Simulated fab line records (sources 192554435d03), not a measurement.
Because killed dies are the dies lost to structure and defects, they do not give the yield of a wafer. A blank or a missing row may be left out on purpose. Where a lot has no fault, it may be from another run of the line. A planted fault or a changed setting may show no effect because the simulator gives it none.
Chamber matching | flow n5 finfet | N5_FIN_SAQP_SPACER1_ALD_24 on ald sin-01: 4 sister chambers
The step deposits SiO2, target thk 20.3 nm, pulse time 1 s, purge time 2 s. 8 wafers are shown with their chamber, then 9 later ones without.

## WAFERS WITH THEIR CHAMBER
wafer  | chamber | heater power w (W) | precursor pulse height rel
L082.3 | 1       | 390                | 0.989
L082.5 | 0       | 442                | 0.997
L083.2 | 1       | 396                | 0.992
L083.5 | 3       | 520                | 0.989
L083.6 | 2       | 436                | 1.014
L090.1 | 3       | 510                | 0.979
L090.2 | 2       | 428                | 0.986
L090.3 | 0       | 438                | 0.999

## WAFERS WHOSE CHAMBER IS MISSING
wafer  | heater power w (W) | precursor pulse height rel
L092.4 | 435                | 1.020
L092.5 | 411                | 0.990
L092.6 | 439                | 0.981
L094.1 | 426                | 0.993
L094.2 | 410                | 0.990
L094.3 | 496                | 0.997
L097.1 | 430                | 0.986
L097.3 | 438                | 0.992
L097.6 | 520                | 0.977

## THE CHAMBER EACH PASSED THROUGH
wafer  | from the rows above     | in truth
L092.4 | can't be placed: 2 or 0 | 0
L092.5 | can't be placed: 1 or 2 | 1
L092.6 | can't be placed: 0 or 2 | 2
L094.1 | can't be placed: 2 or 0 | 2
L094.2 | can't be placed: 1 or 2 | 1
L094.3 | 3                       | 3
L097.1 | can't be placed: 2 or 0 | 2
L097.3 | can't be placed: 0 or 2 | 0
L097.6 | 3                       | 3
2 of 9 placed correctly. These rows do not allow placing 7 (true chamber among the candidates in 7). Wrongly placed: 0.
How it was worked out, from the rows above alone: a wafer's distance from a chamber is the root of the sum, over the readings, of the square of ((its reading less the chamber's mean) divided by the reading's scatter). If the next closest chamber is less than 2 further off than the closest, the wafer can't be placed; otherwise it belongs to the closest. For every chamber, the mean is computed from those of its wafers that are shown. The scatter: take each reading less its chamber's mean, square it, sum over the shown wafers, divide by the number of wafers less the number of chambers, and take the root.
